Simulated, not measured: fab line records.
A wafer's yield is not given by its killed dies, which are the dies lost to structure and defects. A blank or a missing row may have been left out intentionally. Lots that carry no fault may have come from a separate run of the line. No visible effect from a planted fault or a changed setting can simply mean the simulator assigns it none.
fab line records    flow n5Finfet
[record] lots = 9  wafers = 27  lastDay = 18
route steps=1938 shown FIN_CUT@174 STI_FIN_REVEAL@187 BEOL_M4@1111 PASSIVATION@1936
lots that met no fault: taken from a fault-free run of the same line
startH: the number of hours between the record's first day and the start of the first shown wafer of the lot    waitH: hours since the lot's step before    " the same as in the row above    L1.1+2: a single row standing in for several wafers    - value missing, or start not given    * or withheld: withheld    < > ~ a bound
route shown NAME@n: a module of which the file shows steps, and the number in the route of the first    usual: average and standard deviation across the fault-free wafers    same: alike in all rows    chamber/n: place in a boat    sites: per-site readings    _std_site: the values' standard deviation    _edge_site: outer sites' mean less inner sites'    radiusMm: how far each site lies from the wafer's centre    mask NAME#n: copy n    behind: the tool/chamber that last shaped the wafer    hold: why the lot went on hold/how many hours it stayed there/how the hold came to an end    device: transistor that didn't switch, given as n, p or np    end of line: at the end of the route, the tests of the same wafers    where a step has no rows: the recipe by itself    killed: dies that structure and defects cost at the first sort, which is not the same as the wafer's yield    map: shows each die of a wafer: x if killed, . if not, _ if none is there
set.NAME: the run value of the setting; set.NAME@STEP: its run value at that earlier step    model.NAME: the simulator's own value behind a step, which no gauge read
the route's steps for a sample of lots (tables are steps, rows are wafers)
services: from which hour (startH, from the record's first day; less than 0 if before it) a tool's chamber was out of use, for how many hours, and why
[[steps]]
[step N5_FIN_CUT_CUT_ETCH_27]
[recipe] chemistry = CHF3/O2  target = SiO2  targetDepthA = 40  maskMaterial = SOC  overetchA = 20  timeS = 4.9  pressureMtorr = 30  sourceW = 650  biasW = 170  Ar_flow_sccm = 200  CHF3_flow_sccm = 50  O2_flow_sccm = 5  ionEnergyEv = 200
[usual] drypumpMotorCurrentA = 6.0/0.39  oesProductAu = 0.63/0.06  rfVppV = 525/6  showerheadPlenumPTorr = 2.40/0.085  throttleValvePct = 18.86/0.24
lot.wafer  tool        chamber  startH  waitH  drypumpMotorCurrentA  oesProductAu  rfHoursCounterH  rfVppV  showerheadPlenumPTorr  throttleValvePct
L785.1     rieDiel-03  2        34.38   0.0    6.0                   0.58          178              532     2.41                   19.14
L785.2     "           3        "       "      5.6                   0.73          6                534     2.57                   18.25
L785.4     "           3        "       "      5.6                   0.73          -                534     2.56                   18.27
L788.1     rieDiel-02  3        51.01   0.0    5.3                   0.68          37               523     2.36                   18.88
L788.3     "           1        "       "      5.9                   0.66          63               518     2.35                   18.73
L788.6     "           1        "       "      5.8                   0.67          -                519     2.35                   18.73
L789.3     rieDiel-03  1        58.08   0.0    6.2                   0.64          97               520     2.24                   18.70
L789.4     "           3        "       "      5.6                   0.72          14               534     2.56                   18.28
L789.5     "           3        "       "      5.6                   0.71          -                536     2.56                   18.27
L792.3     rieDiel-01  0        78.22   0.0    5.9                   0.63          102              517     2.43                   18.84
L792.5     "           0        "       "      5.9                   0.63          -                518     2.43                   18.86
L792.6     "           3        "       "      6.0                   0.60          -                519     2.42                   18.88
L799.3     rieDiel-03  3        117.04  0.0    5.6                   0.69          30               534     2.56                   18.31
L799.4     "           1        "       "      6.2                   0.64          111              520     2.23                   18.73
L799.5     "           0        "       "      5.9                   0.67          -                529     2.44                   18.92
L801.1     rieDiel-03  2        131.29  0.0    5.9                   0.56          203              530     2.40                   19.19
L801.2     "           0        "       "      5.8                   0.66          52               527     2.44                   18.92
L801.4     "           1        "       "      6.2                   0.63          115              521     2.23                   18.74
L804.1     rieDiel-02  3        147.82  0.0    5.3                   0.65          65               522     2.34                   18.92
L804.3     "           1        "       "      5.9                   0.64          89               520     2.34                   18.79
L804.4     "           2        "       "      6.7                   0.58          207              526     2.29                   18.99
L806.2     rieDiel-02  2        160.65  0.0    6.7                   0.56          211              526     2.29                   19.00
L806.3     "           3        "       "      5.3                   0.65          68               524     2.34                   18.94
L806.4     "           1        "       "      5.9                   0.64          93               518     2.34                   18.80
L807.2     rieDiel-03  3        165.05  0.0    5.5                   0.67          45               532     2.55                   18.34
L807.4     "           0        "       "      5.8                   0.66          63               529     2.43                   18.94
L807.5     "           0        "       "      5.8                   0.66          -                530     2.43                   18.95
[step N5_FIN_CUT_PRECLEAN_35]
[recipe] timeS = 13.3  tempC = 45  pressureTorr = 125  pHfTorr = 3  pCoreactantTorr = 25  chemistry = vHF
[usual] drypumpMotorCurrentA = 5.55/0.11
lot.wafer  tool          chamber  startH  waitH  drypumpMotorCurrentA
L785.1     vaporEtch-01  0        34.47   0.1    5.54
L785.2     "             1        "       "      5.39
L785.4     "             1        "       "      5.41
L788.1     vaporEtch-02  0        51.08   0.0    5.71
L788.3     "             0        "       "      5.72
L788.6     "             1        "       "      5.50
L789.3     vaporEtch-02  1        58.17   0.1    5.47
L789.4     "             0        "       "      5.70
L789.5     "             1        "       "      5.44
L792.3     vaporEtch-02  1        78.31   0.1    5.45
L792.5     "             0        "       "      5.73
L792.6     "             1        "       "      5.50
L799.3     vaporEtch-02  1        117.14  0.1    5.51
L799.4     "             0        "       "      5.72
L799.5     "             0        "       "      5.70
L801.1     vaporEtch-01  0        131.36  0.0    5.52
L801.2     "             1        "       "      5.42
L801.4     "             0        "       "      5.50
L804.1     vaporEtch-02  1        147.89  0.0    5.51
L804.3     "             1        "       "      5.52
L804.4     "             0        "       "      5.72
L806.2     vaporEtch-01  1        160.72  0.0    5.43
L806.3     "             1        "       "      5.40
L806.4     "             0        "       "      5.55
L807.2     vaporEtch-02  0        165.12  0.0    5.70
L807.4     "             0        "       "      5.72
L807.5     "             0        "       "      5.71
[step N5_FIN_CUT_STRIP_22]
[recipe] chemistry = N2/H2  powerW = 500  tempC = 40  pressureMtorr = 50  rfFrequencyHz = 6e+07  overashFraction = 0.3  biasPowerW = 8  h2Frac = 0.5  n2FlowSccm = 300  h2FlowSccm = 300
[usual] drypumpMotorCurrentA = 6.0/0.37  oesProductAu = 0.79/0.083  rfVppV = 54.2/2.4  showerheadPlenumPTorr = 3.35/0.12  throttleValvePct = 19.0/0.41
lot.wafer  tool        chamber  startH  waitH  drypumpMotorCurrentA  oesProductAu  rfHoursCounterH  rfVppV  showerheadPlenumPTorr  throttleValvePct
L785.1     rieDiel-01  0        34.69   0.0    5.9                   0.81          87               55.4    3.40                   18.9
L785.2     "           1        "       "      6.3                   0.68          248              55.8    3.30                   19.2
L785.4     "           3        "       "      6.0                   0.77          133              55.9    3.36                   18.7
L788.1     rieDiel-03  3        51.28   0.0    5.6                   0.90          12               54.5    3.58                   18.3
L788.3     "           2        "       "      5.9                   0.72          183              49.8    3.35                   19.3
L788.6     "           3        "       "      5.6                   0.91          -                55.2    3.58                   18.3
L789.3     rieDiel-03  1        58.48   0.2    6.2                   0.81          97               52.4    3.13                   18.8
L789.4     "           3        "       "      5.6                   0.91          15               56.8    3.58                   18.3
L789.5     "           1        "       "      6.2                   0.81          -                53.5    3.13                   18.8
L792.3     rieDiel-03  0        78.50   0.1    5.8                   0.87          39               54.6    3.42                   19.4
L792.5     "           1        "       "      6.2                   0.80          -                51.7    3.13                   18.9
L792.6     "           2        "       "      6.0                   0.70          -                55.3    3.35                   19.2
L799.3     rieDiel-02  0        117.33  0.0    6.5                   0.70          214              55.7    3.46                   19.1
L799.4     "           3        "       "      5.3                   0.84          55               52.1    3.28                   18.8
L799.5     "           0        "       "      6.5                   0.68          -                54.2    3.46                   19.0
L801.1     rieDiel-02  0        131.56  0.0    6.5                   0.69          217              53.4    3.46                   19.1
L801.2     "           1        "       "      5.9                   0.81          84               50.1    3.27                   19.0
L801.4     "           3        "       "      5.3                   0.85          59               53.7    3.28                   18.8
L804.1     rieDiel-01  0        148.12  0.1    5.9                   0.78          120              55.1    3.38                   18.9
L804.3     "           1        "       "      6.3                   0.91          21               51.7    3.29                   18.7
L804.4     "           2        "       "      5.5                   0.70          246              53.5    3.44                   19.9
L806.2     rieDiel-03  0        160.92  0.1    5.9                   0.85          62               51.2    3.40                   19.5
L806.3     "           1        "       "      6.2                   0.78          123              51.3    3.11                   18.8
L806.4     "           3        "       "      5.6                   0.84          44               63.0    3.56                   18.4
L807.2     rieDiel-03  1        165.32  0.0    6.2                   0.76          124              56.3    3.11                   18.9
L807.4     "           0        "       "      5.9                   0.84          63               55.5    3.40                   19.5
L807.5     "           3        "       "      5.6                   0.85          -                56.8    3.56                   18.3
[step N5_STI_FIN_REVEAL_CMP_04]
[recipe] stopOn = Si3N4  tOverpolishS = 4  downForcePsi = 2  platenRpm = 54.18  postCmpClean = alkalineBrush  padVelocityMS = 1.078  targetThkNm = 131.83
[usual] motorCurrentA = 8.1/0.67  overpolishRunS = 4.000/0.009  timeToEndpointS = 106/5.4
lot.wafer  tool    chamber  startH  waitH  motorCurrentA  overpolishRunS  timeToEndpointS
L785.4     cmp-03  2        40.92   0.0    7.6            4.002           112
L785.1     "       3        "       "      8.1            4.012           104
L785.2     "       0        "       "      8.7            4.009           108
L788.3     cmp-03  0        56.79   0.0    8.1            4.000           105
L788.1     "       1        "       "      9.0            4.006           109
L788.6     "       0        "       "      8.1            4.007           109
L789.4     cmp-03  3        63.80   0.1    8.2            4.013           102
L789.3     "       1        "       "      9.6            3.996           216
L789.5     "       3        "       "      8.3            4.004           105
L792.3     cmp-01  2        84.00   0.1    7.7            3.994           100
L792.5     "       1        "       "      7.1            4.003           97
L792.6     "       2        "       "      7.5            4.013           98
L799.4     cmp-01  2        122.67  0.1    7.7            3.994           99
L799.3     "       0        "       "      8.0            3.995           97
L799.5     "       2        "       "      7.8            4.002           101
L801.1     cmp-04  0        136.85  0.0    7.0            4.010           109
L801.4     "       1        "       "      8.1            4.004           109
L801.2     "       3        "       "      8.0            4.010           108
L804.4     cmp-01  1        153.40  0.0    7.3            3.998           109
L804.1     "       2        "       "      7.7            3.995           109
L804.3     "       0        "       "      8.6            3.996           104
L806.3     cmp-04  0        166.64  0.0    7.2            4.007           104
L806.4     "       1        "       "      8.6            3.988           108
L806.2     "       2        "       "      7.9            3.998           108
L807.4     cmp-03  1        170.78  0.1    9.1            4.011           109
L807.2     "       3        "       "      8.2            4.010           102
L807.5     "       0        "       "      8.7            4.006           109
[step N5_BEOL_M4_RC_MEAS_101]
[usual] DIBL_N = 35.8/1.5  DIBL_P = 35.8/1.7  IOFF_N = 0.151/0.022  IOFF_P = 0.204/0.027  ION_N = 673/8.6  ION_P = 462/5.4  SS_N = 71.4/0.54  SS_P = 73.3/0.56  VT_N = 250.5/2.6  VT_P = -251/3.1
lot.wafer  tool       chamber  startH  waitH  DIBL_N[mV/V]  DIBL_P[mV/V]  IOFF_N[nA/um]  IOFF_P[nA/um]  ION_N[uA/um]  ION_P[uA/um]  SS_N[mV/dec]  SS_P[mV/dec]  VT_N[mV]  VT_P[mV]
L785.1     prober-01  0        195.01  0.0    36.7          36.4          0.153          0.202          689           467           71.5          73.5          251.2     -252
L785.2     "          0        "       "      38.6          38.9          0.196          0.240          686           472           71.4          74.0          245.2     -247
L785.4     "          0        "       "      35.3          34.2          0.126          0.182          673           462           70.3          72.3          252.9     -250
L788.1     prober-01  0        201.71  0.0    35.7          35.7          0.134          0.195          666           460           70.8          73.8          251.8     -251
L788.3     "          0        "       "      37.4          38.1          0.174          0.230          678           464           72.0          73.9          247.8     -248
L788.6     "          0        "       "      36.9          38.1          0.166          0.226          674           465           71.2          73.9          247.5     -248
L789.3     prober-02  0        205.36  0.3    35.3          34.4          0.133          0.209          668           463           71.6          73.5          251.0     -248
L789.4     "          0        "       "      35.6          34.9          0.142          0.221          658           460           71.7          73.2          251.5     -250
L789.5     "          0        "       "      35.8          35.2          0.139          0.221          658           464           71.1          72.9          251.9     -248
L792.3     prober-02  0        226.93  0.3    36.0          36.8          0.169          0.232          680           460           71.8          73.4          247.9     -249
L792.5     "          0        "       "      35.8          36.5          0.161          0.217          669           464           71.2          73.5          250.9     -248
L792.6     "          0        "       "      35.5          35.6          0.147          0.207          668           462           70.6          73.5          250.3     -249
L799.3     prober-01  0        274.11  0.3    34.4          33.8          0.133          0.180          673           461           71.4          72.3          251.9     -251
L799.4     "          0        "       "      36.2          36.0          0.156          0.211          694           473           70.9          72.5          249.5     -249
L799.5     "          0        "       "      33.6          32.9          0.116          0.162          671           467           70.4          72.2          251.5     -252
L801.1     prober-01  0        277.76  0.0    35.9          34.7          0.143          0.183          681           462           71.0          73.4          251.3     -252
L801.2     "          0        "       "      35.9          34.7          0.135          0.176          662           454           71.6          72.7          252.8     -254
L801.4     "          0        "       "      35.1          34.3          0.128          0.175          663           456           71.0          73.2          253.3     -253
L804.1     prober-02  0        296.62  0.0    37.3          36.4          0.142          0.227          665           462           72.2          74.1          252.5     -248
L804.3     "          0        "       "      37.9          36.9          0.149          0.240          675           470           71.3          73.2          251.5     -247
L804.4     "          0        "       "      36.8          36.5          0.144          0.223          667           467           71.2          73.3          251.5     -249
L806.2     prober-02  0        304.03  0.2    35.6          34.9          0.128          0.158          664           450           71.2          72.5          251.8     -256
L806.3     "          0        "       "      36.6          36.5          0.145          0.184          664           461           71.8          72.6          250.5     -252
L806.4     "          0        "       "      36.2          35.5          0.137          0.164          670           460           70.7          73.4          250.4     -254
L807.2     prober-01  0        320.38  0.2    35.3          34.7          0.133          0.178          662           455           70.6          72.8          254.3     -255
L807.4     "          0        "       "      36.9          36.3          0.159          0.211          670           460           71.9          74.2          251.2     -252
L807.5     "          0        "       "      35.5          35.1          0.136          0.187          660           458           71.2          72.3          253.6     -252
[step N5_PASSIVATION_PROBE_49]
[usual] defectLimitedYield = 91.3/1.4  killed_at_M0_to_M3 = 33/10  killed_at_M4_up = 15/6.1  killedAtContacts = 12/6.7  killedAtFrontEnd = 39/11  killedAtOther = 4/3.3  killedDies = 103/16  killedOpen = 68/12  killedShort = 34/7.2  sort_bin_5_function = 5.1/0.88  sort_bin_6_memory = 3.3/0.67  sortNPass = 1077/16  sortYieldPct = 91.3/1.4
[same] grossDies = 1180  killedAtBackSide = 0  sort_bin_4_leakage[%] = 0  sort_bin_8_speed[%] = 0
lot.wafer  tool       chamber  startH  waitH  defectLimitedYield[%]  killed_at_M0_to_M3  killed_at_M4_up  killedAtContacts  killedAtFrontEnd  killedAtOther  killedDies  killedOpen  killedShort  sort_bin_5_function[%]  sort_bin_6_memory[%]  sortNPass  sortYieldPct[%]
L788.1     prober-01  -        310.05  0.0    91.5                   26                  14               7                 45                8              100         60          39           5.3                     2.9                   1080       91.5
L788.3     prober-01  -        310.15  0.1    90.3                   41                  20               4                 46                4              115         69          44           5.9                     3.4                   1065       90.3
L788.6     prober-01  -        310.30  0.3    90.8                   34                  4                7                 60                3              108         75          33           5.3                     3.2                   1072       90.8
L792.3     prober-02  -        321.52  0.1    90.2                   37                  12               12                55                0              116         73          41           6.0                     3.5                   1064       90.2
L792.5     prober-02  -        321.62  0.2    91.4                   25                  10               11                50                5              101         58          40           5.0                     3.3                   1079       91.4
L792.6     prober-02  -        321.67  0.3    91.4                   23                  9                9                 60                1              102         59          40           4.7                     3.4                   1078       91.4
L799.3     prober-01  -        389.19  0.1    90.2                   47                  25               4                 38                2              116         74          38           5.3                     4.0                   1064       90.2
L799.4     prober-01  -        389.24  0.2    91.9                   39                  20               4                 31                1              95          61          34           4.8                     3.0                   1085       91.9
L799.5     prober-01  -        389.29  0.2    91.2                   38                  26               6                 28                6              104         67          37           4.9                     3.5                   1076       91.2
L801.1     prober-02  -        389.63  0.0    93.1                   35                  11               8                 24                4              82          49          32           3.2                     3.5                   1098       93.1
L801.2     prober-02  -        389.68  0.1    93.1                   29                  10               7                 30                5              81          60          21           4.3                     2.5                   1099       93.1
L801.4     prober-02  -        389.78  0.2    92.7                   40                  7                8                 30                1              86          55          31           4.7                     2.3                   1094       92.7
L804.1     prober-01  -        396.77  0.0    89.6                   42                  14               17                49                1              123         75          47           5.9                     4.2                   1057       89.6
L804.3     prober-01  -        396.87  0.1    91.0                   49                  11               12                30                4              106         72          33           5.8                     3.0                   1074       91.0
L804.4     prober-01  -        396.92  0.2    89.2                   34                  21               11                58                4              128         80          44           7.0                     3.5                   1052       89.2
L806.2     prober-01  -        405.04  0.1    91.7                   22                  19               15                29                13             98          66          32           4.7                     3.2                   1082       91.7
L806.3     prober-01  -        405.09  0.1    87.7                   59                  25               19                28                14             145         99          46           7.8                     4.1                   1035       87.7
L806.4     prober-01  -        405.14  0.2    90.7                   39                  19               14                25                13             110         74          36           5.4                     3.5                   1070       90.7
// killed by level:class
L788.1 FIN_SAQP:geometricParticle:short=11 FIN_SAQP:geometricParticle:open=9 STI_FIN_REVEAL:geometricParticle:open=8 BEOL_M0_SAQP:geometricParticle:short=7 MOL_CONTACT_COAG:geometricParticle:open=6 BEOL_M1:geometricParticle:open=6 ILD0:geometricParticle:short=5 BEOL_M3:geometricParticle:open=4
L788.3 FIN_SAQP:geometricParticle:open=16 BEOL_M0_SAQP:geometricParticle:short=12 BEOL_M0_SAQP:geometricParticle:open=10 FIN_SAQP:geometricParticle:short=9 GATE_CUT:geometricParticle:short=8 BEOL_M3:geometricParticle:open=7 BEOL_M1:geometricParticle:open=6 BEOL_M4:geometricParticle:open=5
L788.6 FIN_SAQP:geometricParticle:open=21 BEOL_M0_SAQP:geometricParticle:short=9 DUMMY_GATE:geometricParticle:open=8 GATE_CUT:geometricParticle:open=7 BEOL_M0_SAQP:geometricParticle:open=7 GATE_CUT:geometricParticle:short=6 BEOL_M1:geometricParticle:open=6 STI_FIN_REVEAL:geometricParticle:open=5
L792.3 STI_FIN_REVEAL:geometricParticle:open=19 FIN_SAQP:geometricParticle:open=9 MOL_CONTACT_COAG:geometricParticle:open=9 BEOL_M0_SAQP:geometricParticle:short=9 BEOL_M0_SAQP:geometricParticle:open=7 STI_FIN_REVEAL:geometricParticle:short=6 GATE_CUT:geometricParticle:open=6 GATE_CUT:geometricParticle:short=4
L792.5 FIN_SAQP:geometricParticle:short=9 MOL_CONTACT_COAG:geometricParticle:open=9 STI_FIN_REVEAL:geometricParticle:open=7 DUMMY_GATE:geometricParticle:open=6 GATE_CUT:geometricParticle:open=6 BEOL_M0_SAQP:geometricParticle:open=6 BEOL_M0_SAQP:geometricParticle:short=6 BEOL_M4:geometricParticle:open=6
L792.6 STI_FIN_REVEAL:geometricParticle:open=17 GATE_CUT:geometricParticle:short=13 FIN_SAQP:geometricParticle:open=7 MOL_CONTACT_COAG:geometricParticle:open=7 BEOL_M3:geometricParticle:open=7 FIN_SAQP:geometricParticle:short=6 STI_FIN_REVEAL:geometricParticle:short=4 DUMMY_GATE:geometricParticle:open=4
L799.3 BEOL_M0_SAQP:geometricParticle:short=13 STI_FIN_REVEAL:geometricParticle:open=11 BEOL_M4:geometricParticle:open=11 BEOL_M0_SAQP:geometricParticle:open=7 BEOL_M3:geometricParticle:open=7 FIN_SAQP:geometricParticle:open=6 FIN_SAQP:geometricParticle:short=5 BEOL_M0:geometricParticle:open=5
L799.4 BEOL_M4:geometricParticle:open=11 BEOL_M0_SAQP:geometricParticle:open=9 FIN_SAQP:geometricParticle:short=7 STI_FIN_REVEAL:geometricParticle:open=7 BEOL_M3:geometricParticle:open=7 DUMMY_GATE:geometricParticle:open=6 BEOL_M0_SAQP:geometricParticle:short=5 BEOL_M0:geometricParticle:open=5
L799.5 BEOL_M4:geometricParticle:open=15 BEOL_M0_SAQP:geometricParticle:short=8 FIN_SAQP:geometricParticle:open=7 BEOL_M0_SAQP:geometricParticle:open=6 BEOL_M4:geometricParticle:short=6 MOL_CONTACT_COAG:geometricParticle:open=5 BEOL_M2:geometricParticle:open=5 BEOL_M3:geometricParticle:open=5
L801.1 BEOL_M0_SAQP:geometricParticle:short=11 BEOL_M1:geometricParticle:open=9 STI_FIN_REVEAL:geometricParticle:open=8 BEOL_M0_SAQP:geometricParticle:open=8 FIN_SAQP:geometricParticle:short=7 MOL_CONTACT_COAG:geometricParticle:open=6 BEOL_M4:geometricParticle:open=3 STI_FIN_REVEAL:geometricParticle:short=2
L801.2 FIN_SAQP:geometricParticle:open=11 BEOL_M0_SAQP:geometricParticle:open=9 MOL_CONTACT_COAG:geometricParticle:open=6 BEOL_M0_SAQP:geometricParticle:short=6 BEOL_M4:geometricParticle:open=6 FIN_SAQP:geometricParticle:short=5 BEOL_M3:geometricParticle:open=5 STI_FIN_REVEAL:geometricParticle:open=4
L801.4 BEOL_M0_SAQP:geometricParticle:open=12 BEOL_M3:geometricParticle:open=11 FIN_SAQP:geometricParticle:short=8 MOL_CONTACT_COAG:geometricParticle:open=6 BEOL_M0_SAQP:geometricParticle:short=6 STI_FIN_REVEAL:geometricParticle:open=5 STARTING-WAFER:geometricParticle:open=5 FIN_SAQP:geometricParticle:open=4
L804.1 FIN_SAQP:geometricParticle:short=18 MOL_CONTACT_COAG:geometricParticle:open=14 FIN_SAQP:geometricParticle:open=13 BEOL_M3:geometricParticle:open=10 BEOL_M0_SAQP:geometricParticle:short=9 BEOL_M0_SAQP:geometricParticle:open=8 STI_FIN_REVEAL:geometricParticle:open=7 BEOL_M4:geometricParticle:open=6
L804.3 BEOL_M3:geometricParticle:open=15 MOL_CONTACT_COAG:geometricParticle:open=10 BEOL_M1:geometricParticle:open=8 BEOL_M0_SAQP:geometricParticle:open=7 FIN_SAQP:geometricParticle:open=6 STI_FIN_REVEAL:geometricParticle:open=6 FIN_SAQP:geometricParticle:short=5 BEOL_M0_SAQP:geometricParticle:short=5
L804.4 STI_FIN_REVEAL:geometricParticle:open=16 FIN_SAQP:geometricParticle:short=14 FIN_SAQP:geometricParticle:open=11 BEOL_M4:geometricParticle:open=11 BEOL_M3:geometricParticle:open=10 MOL_CONTACT_COAG:geometricParticle:open=8 BEOL_M0_SAQP:geometricParticle:short=7 BEOL_M1:geometricParticle:open=5
L806.2 BEOL_M4:geometricParticle:open=13 MOL_CONTACT_COAG:geometricParticle:open=12 STI_FIN_REVEAL:geometricParticle:open=8 FIN_SAQP:geometricParticle:short=7 BEOL_M0_SAQP:geometricParticle:open=5 DUMMY_GATE:geometricParticle:open=4 BEOL_M2:geometricParticle:open=4 BEOL_M3:geometricParticle:open=4
L806.3 BEOL_M0_SAQP:geometricParticle:short=17 BEOL_M0_SAQP:geometricParticle:open=16 MOL_CONTACT_COAG:geometricParticle:open=15 BEOL_M4:geometricParticle:open=15 BEOL_M2:geometricParticle:open=13 BEOL_M3:geometricParticle:open=7 STI_FIN_REVEAL:geometricParticle:open=6 PAD_METAL:geometricParticle:short=6
L806.4 BEOL_M0_SAQP:geometricParticle:open=14 BEOL_M0_SAQP:geometricParticle:short=12 MOL_CONTACT_COAG:geometricParticle:open=10 FIN_SAQP:geometricParticle:open=9 BEOL_M4:geometricParticle:open=9 PASS1_CAP:geometricParticle:open=6 BEOL_M1:geometricParticle:open=5 STI_FIN_REVEAL:geometricParticle:open=4
[[services]]
tool          chamber  startH  hours  kind
vaporEtch-01  -        20.90   2.8    pm
cmp-04        -        24.09   0.2    repair
cmp-03        -        25.84   2.0    repair
cmp-04        -        28.06   74.2   repair
rieDiel-03    0        29.10   15.9   repair
cmp-01        -        30.24   3.1    repair
rieDiel-03    1        31.63   7.5    repair
cmp-01        -        37.48   1.5    repair
rieDiel-01    1        39.92   -      clean
rieDiel-01    1        39.92   -      consumableReplace:focusRing
rieDiel-01    1        39.92   27.6   scheduledDown
rieDiel-01    1        39.92   27.6   ventCycle
cmp-01        -        57.30   4.0    pm
cmp-01        -        61.30   -      consumableReplace:conditioner
cmp-01        -        61.30   -      consumableReplace:pad
cmp-03        -        65.31   1.0    repair
rieDiel-02    -        82.58   1.0    repair
cmp-03        -        117.32  4.7    pm
cmp-04        -        122.56  4.4    pm
cmp-01        -        136.68  6.1    pm
[[key]]
[firstSign] step = N5_STI_FIN_REVEAL_CMP_04  reading = timeToEndpointS  direction = up  sigmas = 20  usual = *  struck = *
effect none on later readings
metAt N5_STI_FIN_REVEAL_CMP_04
struckLots L789
struckWafers L789.3
notActingAt N5_FIN_CUT_CUT_ETCH_27,N5_FIN_CUT_PRECLEAN_35,N5_FIN_CUT_STRIP_22
onsetBetween 56.79 63.80
[fault] kind = processParameterDrift  tool = cmp-03  chamber = -  onsetH = 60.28  steps = N5_STI_FIN_REVEAL_CMP_04  channel = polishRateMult  offset = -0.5  shape = step  endH = 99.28  scope = struckWafersOnly
